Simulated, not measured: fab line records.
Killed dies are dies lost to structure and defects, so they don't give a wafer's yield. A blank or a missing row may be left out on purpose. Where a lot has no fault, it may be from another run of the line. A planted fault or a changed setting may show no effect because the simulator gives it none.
Matching of chambers | flow nand_harc | NHARC_A_M1_DESCUM_14 on rie_diel-05: 4 sister chambers
The step chemistry O2, time 3 s. 8 wafers are shown with their chamber, then 8 later ones without.

== EACH WAFER AND ITS CHAMBER ==
wafer  | chamber | showerhead_plenum_p_Torr (Torr) | drypump_motor_current_A (A)
L226.1 | 2       | 1.87                            | 6.3
L228.4 | 2       | 1.87                            | 6.3
L230.1 | 0       | 1.89                            | 5.9
L230.5 | 3       | 2.06                            | 4.9
L236.1 | 1       | 1.97                            | 4.8
L236.3 | 0       | 1.88                            | 5.9
L236.5 | 1       | 1.97                            | 4.7
L237.1 | 3       | 2.06                            | 4.9

== WAFERS WHOSE CHAMBER IS MISSING ==
wafer  | showerhead_plenum_p_Torr (Torr) | drypump_motor_current_A (A)
L237.2 | 1.89                            | 5.9
L237.5 | 1.89                            | 5.9
L240.1 | 1.88                            | 5.9
L240.3 | 1.87                            | 6.3
L240.6 | 2.06                            | 4.9
L243.3 | 1.88                            | 5.9
L243.4 | 2.06                            | 4.9
L243.5 | 1.87                            | 6.3

== THE CHAMBER EACH PASSED THROUGH ==
wafer  | from the rows above | in truth
L237.2 | 0                   | 0
L237.5 | 0                   | 0
L240.1 | 0                   | 0
L240.3 | 2                   | 2
L240.6 | 3                   | 3
L243.3 | 0                   | 0
L243.4 | 3                   | 3
L243.5 | 2                   | 2
Placed correctly: 8 of 8. Not placeable from these rows: 0. Wrongly placed: 0.
How it was worked out, from the rows above alone: a wafer's distance from a chamber is the root of the sum, over the readings, of the square of ((its reading less the chamber's mean) divided by the reading's scatter). If the next closest chamber is less than 2 further off than the closest, the wafer can't be placed; otherwise it belongs to the closest. For every chamber, the mean is computed from those of its wafers that are shown. The scatter: the root of (the sum of the squares of (reading less its chamber's mean) over the shown wafers, divided by (wafers less chambers)).
